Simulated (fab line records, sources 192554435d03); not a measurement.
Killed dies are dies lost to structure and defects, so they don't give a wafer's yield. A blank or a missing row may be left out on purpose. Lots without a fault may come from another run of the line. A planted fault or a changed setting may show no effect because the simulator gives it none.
fab line records | flow n5_finfet
record lots=10 wafers=30 last_day=17
route steps=1938 shown BEOL_M0@720 BEOL_M4@1111 PASSIVATION@1936
lots that met no fault: from a run of the same line without faults
start_h: hours from the record's first day to the start of the lot's first wafer shown | wait_h: hours since the lot's step before | " the same as in the row above | L1.1+2: a row that stands for several wafers | - no value, or no start given | * or withheld: withheld | < > ~ a bound
route shown NAME@n: a module of which the file shows steps, and the number in the route of the first | usual: mean/standard deviation of fault-free wafers | same: alike in all rows | chamber/n: place in a boat | sites: the reading at each site | _std_site: their standard deviation | _edge_site: outer sites' mean less inner sites' | radius_mm: how far each site lies from the wafer's centre | mask NAME#n: copy n | behind: the tool/chamber that last shaped the wafer | hold: why the lot was held/for how many hours/how that ended | device: the transistor (n, p or np) that didn't switch | end of line: the same wafers' tests at the end of the route | a step without rows: its recipe alone | killed: dies lost to structure and defects at the first sort, not the wafer's yield | map: a wafer's dies, x killed, . not, _ none there
set.NAME: the setting as run; set.NAME@STEP: as run at that earlier step | model.NAME: the simulator's own value behind a step, which no gauge read
steps of the route over a sample of lots; a table a step, a row a wafer
services: from which hour (start_h, from the record's first day; less than 0 if before it) a tool's chamber was out of use, for how many hours, and why
## steps
# step N5_BEOL_M0_ETCH_128
# recipe chemistry=CF4/N2 target_depth_a=120 overetch_a=51 target=SiCN time_s=21.4 ion_energy_ev=150 pressure_mtorr=40 source_w=430 bias_w=70 Ar_flow_sccm=100 cf4_flow_sccm=60 n2_flow_sccm=60
# usual cf4_flow_sccm=60.02/0.19 drypump_motor_current_A=5.6/0.38 mfc_ar_sccm=100.04/0.29 oes_product_au=0.55/0.061 rf_vpp_V=381.9/1.5 showerhead_plenum_p_Torr=2.19/0.055 throttle_valve_pct=15.32/0.27
# columns lot.wafer tool chamber start_h wait_h cf4_flow_sccm drypump_motor_current_A mfc_ar_sccm oes_product_au rf_hours_counter_h rf_vpp_V showerhead_plenum_p_Torr throttle_valve_pct
L849.1 rie_diel-04 1 138.63 0.0 59.92 5.4 100.46 0.64 13 382.5 2.15 15.20
L849.4 " 0 " " 59.79 6.1 99.98 0.50 218 382.9 2.17 15.48
L849.5 " 0 " " 60.06 6.1 100.00 0.49 - 380.7 2.17 15.47
L851.2 rie_diel-01 0 150.02 0.0 60.38 5.7 100.24 0.50 202 379.9 2.10 15.47
L851.4 " 1 " " 60.03 5.7 100.18 0.58 - 383.2 2.25 14.92
L851.6 " 3 " " 60.06 5.3 99.75 0.48 - 385.1 2.29 15.45
L854.1 rie_diel-03 0 165.56 0.4 60.05 6.4 100.21 0.49 181 380.5 2.20 15.65
L854.4 " 2 " " 60.05 5.6 99.74 0.62 25 381.8 2.24 14.86
L854.5 " 1 " " 59.78 5.1 100.05 0.64 - 383.2 2.24 15.16
L853.1 rie_diel-03 3 165.68 0.4 60.10 5.5 99.75 0.47 227 380.9 2.17 15.86
L853.4 " 2 " " 60.09 5.6 100.04 0.62 25 382.9 2.24 14.87
L853.5 " 2 " " 59.94 5.6 100.22 0.62 - 384.3 2.24 14.85
L864.2 rie_diel-03 2 221.59 0.0 60.13 5.6 99.62 0.60 44 382.6 2.23 14.89
L864.4 " 1 " " 60.26 5.1 99.90 0.61 25 383.6 2.23 15.20
L864.5 " 1 " " 60.06 5.1 100.06 0.62 - 383.4 2.23 15.19
L865.2 rie_diel-03 3 231.01 0.1 59.91 5.4 99.97 0.46 249 381.0 2.16 15.90
L865.3 " 1 " " 59.90 5.1 100.22 0.60 28 384.9 2.23 15.21
L865.5 " 1 " " 59.82 5.1 99.93 0.61 - 383.6 2.23 15.21
L866.1 rie_diel-01 0 237.80 0.0 60.41 5.7 99.78 0.58 231 380.8 2.09 15.55
L866.4 " 1 " " 59.93 5.7 99.89 0.55 80 383.2 2.24 14.98
L866.5 " 1 " " 59.92 5.7 99.59 0.55 - 383.5 2.24 14.97
L867.1 rie_diel-01 0 243.99 0.0 60.25 5.7 100.33 0.49 233 379.4 2.09 15.54
L867.3 " 2 " " 59.97 5.9 100.10 0.61 29 379.8 2.18 15.22
L867.6 " 2 " " 60.16 5.9 99.76 0.62 - 381.4 2.18 15.24
L868.2 rie_diel-03 0 247.81 0.6 60.06 6.4 100.49 0.48 210 381.5 2.19 15.70
L868.3 " 1 " " 60.01 5.1 99.89 0.58 35 382.3 2.23 15.20
L868.5 " 1 " " 59.93 5.1 100.03 0.59 - 382.7 2.23 15.21
L869.1 rie_diel-01 2 255.33 0.3 59.78 5.9 99.87 0.62 34 382.2 2.18 15.24
L869.2 " 3 " " 59.85 5.3 99.57 0.47 211 385.3 2.27 15.53
L869.3 " 1 " " 60.10 5.8 99.55 0.55 86 383.2 2.23 14.98
# step N5_BEOL_M0_ALD_136
# recipe material=TaN target_thk_a=* temp_c=275 ald_precursor_family=PDMAT ald_co_reactant=NH3 pressure_torr=3 carrier_flow_sccm=1500 pulse_time_s=2 purge_time_s=3 co_reactant_purge_time_s=2 co_reactant_pulse_time_s=3 ald_cycles=30 precursor_vessel_temp_c=75 precursor_vessel_pressure_torr=26.25 precursor_vessel_carrier_sccm=1000
# usual ald_cycles=30/0 chamber_pressure_Torr=3.000/0.0066 heater_power_w=408/40
# columns lot.wafer tool chamber start_h wait_h ald_cycles chamber_pressure_Torr heater_power_w
L849.1 ald_metal-03 2 140.14 0.0 30 3.000 403
L849.4 " 2 " " 30 3.005 387
L849.5 " 1 " " 30 3.014 415
L851.2 ald_metal-01 2 151.07 0.1 30 2.998 429
L851.4 " 3 " " 30 3.002 392
L851.6 " 1 " " 30 2.986 347
L854.1 ald_metal-03 1 166.60 0.1 30 3.000 418
L854.4 " 2 " " 30 3.010 401
L854.5 " 1 " " 30 2.991 421
L853.1 ald_metal-01 1 168.22 0.0 30 3.006 340
L853.4 " 3 " " 30 3.004 382
L853.5 " 3 " " 30 3.004 393
L864.2 ald_metal-04 2 222.13 0.0 - - -
L864.4 " 1 " " - - -
L864.5 " 0 " " - - -
L865.2 ald_metal-03 0 231.94 0.0 - - -
L865.3 " 2 " " - - -
L865.5 " 3 " " - - -
L866.1 ald_metal-04 2 239.28 0.0 - - -
L866.4 " 3 " " - - -
L866.5 " 3 " " - - -
L867.1 ald_metal-03 3 245.01 0.1 30 2.997 507
L867.3 " 0 " " 30 3.002 399
L867.6 " 1 " " 30 2.992 417
L868.2 ald_metal-01 3 248.43 0.1 30 2.993 387
L868.3 " 2 " " 30 3.004 422
L868.5 " 3 " " 30 3.001 379
L869.1 ald_metal-01 2 256.22 0.1 30 3.001 415
L869.2 " 0 " " 30 3.010 478
L869.3 " 3 " " 30 3.011 390
# step N5_BEOL_M0_SURFACE_TREAT_137
# recipe gas=Ar time_s=* ion_energy_ev=* ion_current_ma_cm2=0.5 pressure_mtorr=* ar_flow_sccm=30
# usual throttle_valve_pct=*
# columns lot.wafer tool chamber start_h wait_h throttle_valve_pct
L849.1 pvd_sputter-01 - 140.40 0.2 *
L849.4 " - " " *
L849.5 " - " " *
L851.2 pvd_sputter-03 - 152.99 1.8 *
L851.4 " - " " *
L851.6 " - " " *
L854.1 pvd_sputter-03 - 166.92 0.2 *
L854.4 " - " " *
L854.5 " - " " *
L853.1 pvd_sputter-02 - 168.46 0.1 *
L853.4 " - " " *
L853.5 " - " " *
L864.2 pvd_sputter-01 - 222.75 0.5 *
L864.4 " - " " *
L864.5 " - " " *
L865.2 pvd_sputter-02 - 232.33 0.3 *
L865.3 " - " " *
L865.5 " - " " *
L866.1 pvd_sputter-03 - 239.52 0.1 *
L866.4 " - " " *
L866.5 " - " " *
L867.1 pvd_sputter-03 - 245.26 0.1 *
L867.3 " - " " *
L867.6 " - " " *
L868.2 pvd_sputter-02 - 250.27 1.7 *
L868.3 " - " " *
L868.5 " - " " *
L869.1 pvd_sputter-01 - 256.45 0.1 *
L869.2 " - " " *
L869.3 " - " " *
# step N5_BEOL_M0_SPUTTER_134
# recipe material=Cu target_thk_a=40 temp_c=-20 chamber_pressure_pa=0.07 power_w=withheld time_s=7.37
# usual throttle_valve_pct=30.4/0.95
# columns lot.wafer tool chamber start_h wait_h throttle_valve_pct
L849.1 pvd_sputter-02 - 140.97 0.0 31.2
L849.4 " - " " 32.5
L849.5 " - " " 32.6
L851.2 pvd_sputter-03 - 155.55 0.0 29.3
L851.4 " - " " 31.0
L851.6 " - " " 29.5
L854.1 pvd_sputter-02 - 167.92 0.0 29.3
L854.4 " - " " 29.6
L854.5 " - " " 29.3
L853.1 pvd_sputter-02 - 168.90 0.0 29.5
L853.4 " - " " 31.0
L853.5 " - " " 32.4
L864.2 pvd_sputter-02 - 224.39 0.0 31.1
L864.4 " - " " 29.4
L864.5 " - " " 32.5
L865.2 pvd_sputter-03 - 232.89 0.0 30.5
L865.3 " - " " 29.5
L865.5 " - " " 30.8
L866.1 pvd_sputter-03 - 240.22 0.0 29.4
L866.4 " - " " 30.2
L866.5 " - " " 30.6
L867.1 pvd_sputter-01 - 245.76 0.0 29.7
L867.3 " - " " 30.5
L867.6 " - " " 30.6
L868.2 pvd_sputter-02 - 250.75 0.0 32.6
L868.3 " - " " 29.7
L868.5 " - " " 30.9
L869.1 pvd_sputter-02 - 258.34 0.0 32.5
L869.2 " - " " 29.4
L869.3 " - " " 30.9
# step N5_BEOL_M0_CMP_120
# recipe stop_on=SiOC t_overpolish_s=6.9 down_force_psi=1 platen_rpm=50 clearing_platen_down_force_psi=1.5 clearing_platen_rpm=50 post_cmp_clean=cu_alkaline clearing_platen_pad_velocity_m_s=0.99484 pad_velocity_m_s=0.99484
# usual barrier_field_endpoint_s=3.66/0.15 motor_current_A=6.3/0.78 pad_life_wafers=1028/590
# columns lot.wafer tool chamber start_h wait_h barrier_field_endpoint_s motor_current_A pad_life_wafers
L849.4 cmp-02 1 141.82 0.2 3.89 6.7 919
L849.1 " 2 " " 3.81 6.8 920
L849.5 " 0 " " 3.76 7.1 -
L851.4 cmp-04 0 156.20 0.2 3.78 5.5 91
L851.2 " 2 " " 3.83 6.2 93
L851.6 " 3 " " 3.57 6.9 -
L854.4 cmp-04 2 168.55 0.1 3.96 6.1 198
L854.1 " 0 " " 3.70 5.6 200
L854.5 " 2 " " 3.80 6.1 -
L853.4 cmp-04 2 169.60 0.1 3.83 6.4 204
L853.1 " 3 " " 3.55 6.4 205
L853.5 " 3 " " 3.55 6.9 -
L864.4 cmp-03 0 225.04 0.2 1.84 5.9 1549
L864.2 " 2 " " 1.63 5.8 1551
L864.5 " 3 " " 1.70 7.7 -
L865.3 cmp-03 1 233.60 0.2 1.87 5.1 1626
L865.2 " 3 " " 1.82 7.5 1628
L865.5 " 2 " " 2.05 5.7 -
L866.1 cmp-03 1 240.83 0.3 1.84 5.0 1674
L866.4 " 0 " " 1.85 6.2 1677
L866.5 " 2 " " 1.95 5.9 -
L867.1 cmp-04 1 246.92 0.3 3.53 5.7 679
L867.3 " 3 " " 3.51 6.8 681
L867.6 " 1 " " 3.49 5.6 -
L868.3 cmp-02 0 251.36 0.2 3.66 7.3 1818
L868.2 " 1 " " 3.69 6.3 1819
L868.5 " 1 " " 3.66 6.5 -
L869.3 cmp-03 1 258.95 0.2 3.52 5.2 1824
L869.2 " 2 " " 3.52 5.9 1825
L869.1 " 3 " " 3.69 7.8 1826
# step N5_BEOL_M4_RC_MEAS_101
# usual DIBL_N=36.2/2 DIBL_P=36.1/2.4 IOFF_N=0.16/0.035 IOFF_P=0.22/0.041 ION_N=675/14 ION_P=465/8.6 SS_N=71.5/0.64 SS_P=73.2/0.76 VT_N=250/3.9 VT_P=-249/3.4
# columns lot.wafer tool chamber start_h wait_h DIBL_N[mV/V] DIBL_P[mV/V] IOFF_N[nA/um] IOFF_P[nA/um] ION_N[uA/um] ION_P[uA/um] SS_N[mV/dec] SS_P[mV/dec] VT_N[mV] VT_P[mV]
L849.1 prober-02 0 196.07 0.0 36.6 35.9 0.18 0.23 688 476 71.7 73.7 245 -248
L849.4 " 0 " " 35.0 33.7 0.14 0.18 659 447 71.1 72.8 251 -252
L849.5 " 0 " " 37.3 37.3 0.20 0.25 688 469 71.7 74.3 241 -246
L851.2 prober-02 0 209.19 0.2 38.1 38.2 0.18 0.24 681 465 72.1 74.5 247 -249
L851.4 " 0 " " 38.1 38.2 0.17 0.24 670 457 72.8 73.7 251 -247
L851.6 " 0 " " 37.6 37.4 0.17 0.23 672 463 72.0 73.8 248 -251
L854.1 prober-01 0 213.22 0.0 35.8 36.1 0.17 0.22 674 459 72.0 72.8 245 -247
L854.4 " 0 " " 39.0 40.3 0.22 0.29 679 463 72.3 73.5 248 -244
L854.5 " 0 " " 36.4 37.6 0.18 0.25 686 467 70.7 74.2 248 -245
L853.1 prober-01 0 225.70 0.0 38.1 38.1 0.19 0.27 684 475 71.7 73.3 246 -244
L853.4 " 0 " " 35.5 34.8 0.14 0.23 669 472 71.5 72.6 253 -249
L853.5 " 0 " " 39.5 39.4 0.23 0.31 694 474 72.5 74.0 246 -245
L867.1 prober-02 0 295.93 0.0 35.1 34.5 0.12 0.15 673 450 70.5 73.3 255 -255
L867.3 " 0 " " 39.0 38.9 0.17 0.20 664 453 72.7 74.4 254 -252
L867.6 " 0 " " 39.5 40.1 0.18 0.21 679 456 72.6 73.8 256 -253
L868.2 prober-01 0 298.72 0.2 36.4 34.9 0.14 0.19 669 456 71.8 72.9 253 -251
L868.3 " 0 " " 37.7 37.5 0.19 0.22 682 464 71.5 74.7 247 -251
L868.5 " 0 " " 38.0 37.4 0.18 0.24 678 461 72.2 74.3 250 -246
L869.1 prober-01 0 314.81 0.0 36.4 36.3 0.15 0.18 654 446 71.6 73.3 257 -255
L869.2 " 0 " " 36.0 36.5 0.14 0.18 671 454 71.5 73.3 254 -254
L869.3 " 0 " " 33.9 33.8 0.12 0.16 669 458 70.8 71.7 254 -256
# step N5_PASSIVATION_PROBE_49
# usual defect_limited_yield=91.1/1.4 killed_at_M0_to_M3=36/9.9 killed_at_M4_up=13/5.8 killed_at_contacts=14/5.9 killed_at_front_end=39/11 killed_at_other=3.4/2.9 killed_dies=105/17 killed_on_rim=15/3.9 killed_open=70/13 killed_short=34/7.3 sort_bin_5_function=5.3/1 sort_bin_6_memory=3.3/0.62 sort_n_pass=1075/17 sort_yield_pct=91.1/1.4
# same gross_dies=1180 killed_at_back_side=0 sort_bin_4_leakage[%]=0 sort_bin_8_speed[%]=0
# columns lot.wafer tool chamber start_h wait_h defect_limited_yield[%] killed_at_M0_to_M3 killed_at_M4_up killed_at_contacts killed_at_front_end killed_at_other killed_dies killed_on_rim killed_open killed_short sort_bin_5_function[%] sort_bin_6_memory[%] sort_n_pass sort_yield_pct[%]
L851.2 prober-02 - 320.27 0.1 90.8 31 19 9 44 5 108 13 63 45 5.0 4.1 1072 90.8
L851.4 prober-02 - 320.37 0.2 90.9 31 11 13 47 5 107 12 77 30 5.6 3.4 1073 90.9
L851.6 prober-02 - 320.47 0.3 91.9 41 11 7 30 6 95 15 62 33 4.7 3.0 1085 91.9
L854.1 prober-01 - 322.65 0.0 90.6 22 18 20 49 2 111 17 81 29 6.6 2.5 1069 90.6
L854.4 prober-01 - 322.80 0.2 92.5 22 11 15 37 4 89 14 64 25 4.5 2.7 1091 92.5
L854.5 prober-01 - 322.85 0.2 89.3 39 8 25 52 2 126 18 78 48 6.3 4.2 1054 89.3
L853.1 prober-02 - 327.84 0.0 92.5 32 8 17 25 7 89 13 65 24 4.3 2.8 1091 92.5
L853.4 prober-02 - 327.99 0.2 92.9 39 8 10 25 2 84 12 63 21 4.2 2.5 1096 92.9
L853.5 prober-02 - 328.04 0.2 91.9 42 14 7 31 2 96 16 65 31 4.9 3.1 1084 91.9
L864.2 prober-01 - 390.70 0.1 0 1083 14 17 63 3 1180 152 86 53 95.2 4.6 0 0
L864.4 prober-01 - 390.80 0.2 0 1077 9 19 72 3 1180 152 85 46 96.8 2.8 0 0
L864.5 prober-01 - 390.85 0.2 0 1103 8 8 60 1 1180 152 68 43 95.0 4.6 0 0
L865.2 prober-01 - 399.43 0.1 0 1102 15 9 52 2 1180 152 75 42 96.1 3.6 0 0
L865.3 prober-01 - 399.48 0.1 0 1096 21 11 52 0 1180 152 84 39 95.6 4.1 0 0
L865.5 prober-01 - 399.58 0.2 0 1072 35 14 54 5 1180 152 104 45 95.7 3.8 0 0
L867.3 prober-01 - 400.55 0.1 91.4 37 16 21 25 2 101 15 66 34 4.8 3.5 1079 91.4
L867.6 prober-01 - 400.70 0.3 91.1 45 15 17 26 2 105 11 68 36 5.4 3.2 1075 91.1
L866.1 prober-01 - 411.01 0.0 0 1106 32 10 29 3 1180 152 77 27 96.9 2.7 0 0
L866.4 prober-01 - 411.16 0.2 0 1102 25 17 35 1 1180 152 68 29 96.5 3.1 0 0
L866.5 prober-01 - 411.21 0.2 0 1108 20 15 36 1 1180 152 70 30 97.1 2.5 0 0
L869.1 prober-02 - 414.09 0.0 91.4 34 8 14 39 7 102 18 57 45 4.3 3.7 1078 91.4
L869.2 prober-02 - 414.14 0.1 91.8 34 10 9 41 3 97 15 64 33 4.7 3.5 1083 91.8
L869.3 prober-02 - 414.19 0.1 91.8 32 5 10 41 9 97 13 56 39 5.5 2.4 1083 91.8
# killed by level:class
L851.2 BEOL_M0_SAQP:geometric_particle:short=15 STI_FIN_REVEAL:geometric_particle:open=12 FIN_SAQP:geometric_particle:open=10 MOL_CONTACT_COAG:geometric_particle:open=7 BEOL_M0_SAQP:geometric_particle:open=6 FIN_SAQP:geometric_particle:short=5 BEOL_M5:geometric_particle:short=5 BEOL_M8:geometric_particle:open=4
L851.4 DUMMY_GATE:geometric_particle:open=13 FIN_SAQP:geometric_particle:open=12 MOL_CONTACT_COAG:geometric_particle:open=10 BEOL_M0_SAQP:geometric_particle:short=10 BEOL_M0_SAQP:geometric_particle:open=7 BEOL_M3:geometric_particle:open=7 FIN_SAQP:geometric_particle:short=6 BEOL_M4:geometric_particle:open=6
L851.6 BEOL_M3:geometric_particle:open=10 FIN_SAQP:geometric_particle:open=8 BEOL_M0_SAQP:geometric_particle:short=8 FIN_SAQP:geometric_particle:short=6 DUMMY_GATE:geometric_particle:open=6 BEOL_M2:geometric_particle:open=6 STI_FIN_REVEAL:geometric_particle:open=5 MOL_CONTACT_COAG:geometric_particle:open=5
L854.1 MOL_CONTACT_COAG:geometric_particle:open=18 STI_FIN_REVEAL:geometric_particle:open=12 FIN_SAQP:geometric_particle:open=9 FIN_SAQP:geometric_particle:short=5 BEOL_M2:geometric_particle:open=5 BEOL_M3:geometric_particle:open=5 GATE_CUT:geometric_particle:open=4 BEOL_M0_SAQP:geometric_particle:open=4
L854.4 STI_FIN_REVEAL:geometric_particle:open=12 MOL_CONTACT_COAG:geometric_particle:open=12 BEOL_M0_SAQP:geometric_particle:short=6 BEOL_M2:geometric_particle:open=6 BEOL_M0_SAQP:geometric_particle:open=5 FIN_SAQP:geometric_particle:short=4 FIN_SAQP:geometric_particle:open=4 BEOL_M3:geometric_particle:open=4
L854.5 MOL_CONTACT_COAG:geometric_particle:open=18 STI_FIN_REVEAL:geometric_particle:open=16 BEOL_M0_SAQP:geometric_particle:short=13 FIN_SAQP:geometric_particle:short=10 BEOL_M0_SAQP:geometric_particle:open=10 MOL_CONTACT_COAG:geometric_particle:short=7 FIN_SAQP:geometric_particle:open=6 GATE_CUT:geometric_particle:short=5
L853.1 MOL_CONTACT_COAG:geometric_particle:open=14 BEOL_M2:geometric_particle:open=9 STI_FIN_REVEAL:geometric_particle:open=7 BEOL_M0_SAQP:geometric_particle:open=6 BEOL_M3:geometric_particle:open=6 BEOL_M1:geometric_particle:open=5 BEOL_M4:geometric_particle:open=4 PASS1_CAP:geometric_particle:short=4
L853.4 BEOL_M2:geometric_particle:open=16 BEOL_M0_SAQP:geometric_particle:open=10 STI_FIN_REVEAL:geometric_particle:open=8 MOL_CONTACT_COAG:geometric_particle:open=8 FIN_SAQP:geometric_particle:short=7 BEOL_M1:geometric_particle:open=4 BEOL_M4:geometric_particle:open=4 FIN_SAQP:geometric_particle:open=3
L853.5 BEOL_M0_SAQP:geometric_particle:short=13 BEOL_M0_SAQP:geometric_particle:open=11 DUMMY_GATE:geometric_particle:open=10 BEOL_M4:geometric_particle:open=8 STI_FIN_REVEAL:geometric_particle:open=6 BEOL_M1:geometric_particle:open=6 MOL_CONTACT_COAG:geometric_particle:open=5 GATE_CUT:geometric_particle:open=4
L864.2 BEOL_M0:area_ald=1040 FIN_SAQP:geometric_particle:short=14 MOL_CONTACT_COAG:geometric_particle:open=14 BEOL_M0_SAQP:geometric_particle:short=11 BEOL_M0_SAQP:geometric_particle:open=11 GATE_CUT:geometric_particle:short=9 FIN_SAQP:geometric_particle:open=8 BEOL_M1:geometric_particle:open=7
L864.4 BEOL_M0:area_ald=1049 MOL_CONTACT_COAG:geometric_particle:open=17 FIN_SAQP:geometric_particle:short=16 STI_FIN_REVEAL:geometric_particle:open=15 FIN_SAQP:geometric_particle:open=12 DUMMY_GATE:geometric_particle:open=7 BEOL_M0_SAQP:geometric_particle:open=7 BEOL_M1:geometric_particle:open=5
L864.5 BEOL_M0:area_ald=1065 FIN_SAQP:geometric_particle:short=20 STI_FIN_REVEAL:geometric_particle:open=11 BEOL_M0_SAQP:geometric_particle:open=10 BEOL_M1:geometric_particle:open=8 MOL_CONTACT_COAG:geometric_particle:open=7 GATE_CUT:geometric_particle:short=6 BEOL_M3:geometric_particle:open=6
L865.2 BEOL_M0:area_ald=1060 FIN_SAQP:geometric_particle:short=16 FIN_SAQP:geometric_particle:open=11 BEOL_M3:geometric_particle:open=10 STI_FIN_REVEAL:geometric_particle:open=9 BEOL_M2:geometric_particle:open=8 BEOL_M0_SAQP:geometric_particle:open=8 MOL_CONTACT_COAG:geometric_particle:open=7
L865.3 BEOL_M0:area_ald=1053 FIN_SAQP:geometric_particle:open=14 BEOL_M2:geometric_particle:open=12 BEOL_M3:geometric_particle:open=11 BEOL_M4:geometric_particle:open=11 STI_FIN_REVEAL:geometric_particle:open=8 MOL_CONTACT_COAG:geometric_particle:open=7 FIN_SAQP:geometric_particle:short=6
L865.5 BEOL_M0:area_ald=1027 BEOL_M4:geometric_particle:open=22 BEOL_M2:geometric_particle:open=15 FIN_SAQP:geometric_particle:open=14 BEOL_M3:geometric_particle:open=11 FIN_SAQP:geometric_particle:short=9 MOL_CONTACT_COAG:geometric_particle:open=9 STI_FIN_REVEAL:geometric_particle:open=7
L867.3 MOL_CONTACT_COAG:geometric_particle:open=14 BEOL_M0_SAQP:geometric_particle:short=13 STI_FIN_REVEAL:geometric_particle:open=7 MOL_CONTACT_COAG:geometric_particle:short=7 BEOL_M2:geometric_particle:open=7 BEOL_M4:geometric_particle:open=7 FIN_SAQP:geometric_particle:open=5 BEOL_M3:geometric_particle:open=5
L867.6 MOL_CONTACT_COAG:geometric_particle:open=15 BEOL_M0_SAQP:geometric_particle:short=12 BEOL_M1:geometric_particle:open=10 BEOL_M0_SAQP:geometric_particle:open=7 FIN_SAQP:geometric_particle:short=6 FIN_SAQP:geometric_particle:open=5 BEOL_M3:geometric_particle:open=5 BEOL_M4:geometric_particle:open=4
L866.1 BEOL_M0:area_ald=1076 BEOL_M4:geometric_particle:open=22 MOL_CONTACT_COAG:geometric_particle:open=10 BEOL_M2:geometric_particle:open=9 BEOL_M0_SAQP:geometric_particle:open=7 STI_FIN_REVEAL:geometric_particle:open=6 BEOL_M4:geometric_particle:short=6 DUMMY_GATE:geometric_particle:open=5
L866.4 BEOL_M0:area_ald=1083 BEOL_M4:geometric_particle:open=18 MOL_CONTACT_COAG:geometric_particle:open=13 FIN_SAQP:geometric_particle:short=8 DUMMY_GATE:geometric_particle:open=7 STI_FIN_REVEAL:geometric_particle:open=5 BEOL_M2:geometric_particle:open=5 BEOL_M3:geometric_particle:open=5
L866.5 BEOL_M0:area_ald=1079 MOL_CONTACT_COAG:geometric_particle:open=15 BEOL_M4:geometric_particle:open=14 STI_FIN_REVEAL:geometric_particle:open=11 BEOL_M3:geometric_particle:open=10 FIN_SAQP:geometric_particle:short=6 BEOL_M3:geometric_particle:short=6 DUMMY_GATE:geometric_particle:open=5
L869.1 STI_FIN_REVEAL:geometric_particle:open=12 MOL_CONTACT_COAG:geometric_particle:open=12 FIN_SAQP:geometric_particle:short=11 BEOL_M0_SAQP:geometric_particle:short=11 BEOL_M0_SAQP:geometric_particle:open=9 BEOL_M0:geometric_particle:open=7 FIN_SAQP:geometric_particle:open=5 GATE_CUT:geometric_particle:short=4
L869.2 STI_FIN_REVEAL:geometric_particle:open=11 FIN_SAQP:geometric_particle:short=10 BEOL_M0_SAQP:geometric_particle:open=10 MOL_CONTACT_COAG:geometric_particle:open=8 BEOL_M0_SAQP:geometric_particle:short=8 FIN_SAQP:geometric_particle:open=5 BEOL_M0:geometric_particle:open=5 BEOL_M3:geometric_particle:open=4
L869.3 FIN_SAQP:geometric_particle:open=12 FIN_SAQP:geometric_particle:short=10 MOL_CONTACT_COAG:geometric_particle:open=10 BEOL_M0_SAQP:geometric_particle:short=10 BEOL_M0_SAQP:geometric_particle:open=7 BEOL_M1:geometric_particle:open=6 GATE_CUT:geometric_particle:short=5 STI_FIN_REVEAL:geometric_particle:open=4
## services
# columns tool chamber start_h hours kind
cmp-04 - 129.60 4.0 pm
ald_metal-03 3 132.59 21.6 repair
cmp-03 - 133.53 0.3 repair
rie_diel-01 0 134.94 7.9 repair
cmp-04 - 137.12 8.7 pm
ald_metal-04 3 147.88 5.8 repair
ald_metal-03 - 156.16 2.8 pm
cmp-02 - 159.64 3.0 repair
ald_metal-03 0 162.74 13.9 repair
pvd_sputter-01 - 163.99 2.8 repair
cmp-04 - 171.79 2.0 repair
ald_metal-03 - 175.90 0.4 repair
rie_diel-03 1 188.21 2.4 repair
cmp-04 - 188.62 1.3 repair
cmp-04 - 191.40 0.7 repair
ald_metal-01 2 199.65 24.1 repair
rie_diel-01 1 202.82 3.8 repair
ald_metal-04 - 209.16 4.3 pm
rie_diel-04 3 218.89 32.8 repair
ald_metal-03 2 218.92 10.8 repair
cmp-04 - 220.54 7.4 pm
rie_diel-01 - 236.60 0.2 repair
cmp-02 - 243.74 0.9 repair
cmp-03 - 250.05 1.6 repair
## key
first_sign step=N5_BEOL_M0_ALD_136 reading=tool_record direction=missing
effect step=N5_BEOL_M0_CMP_120 reading=barrier_field_endpoint_s direction=down sigmas=12 usual=3.66 struck=1.84
effect step=N5_PASSIVATION_PROBE_49 reading=killed_at_M0_to_M3 direction=up sigmas=99+ usual=36 struck=1094
more_kills_born_at N5_BEOL_M0_ALD_136@ald_metal-04=6392 N5_BEOL_M0_ALD_136@ald_metal-03=3139
met_at N5_BEOL_M0_ALD_136
struck_lots L864,L865,L866
later_rows_left_out L864.2,L864.4,L864.5,L865.2,L865.3,L865.5,L866.1,L866.4,L866.5
not_acting_at N5_BEOL_M0_ETCH_128,N5_BEOL_M0_SURFACE_TREAT_137,N5_BEOL_M0_SPUTTER_134
onset_between 166.60 222.13
fault kind=skipped_step_whole tool=ald_metal-03,ald_metal-04 chamber=- onset_h=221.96 steps=N5_BEOL_M0_ALD_136 scope=struck_lots_only
# later_rows_left_out: the simulator's readings of these wafers behind a module that went badly wrong aren't trusted and aren't shown, but for the sort
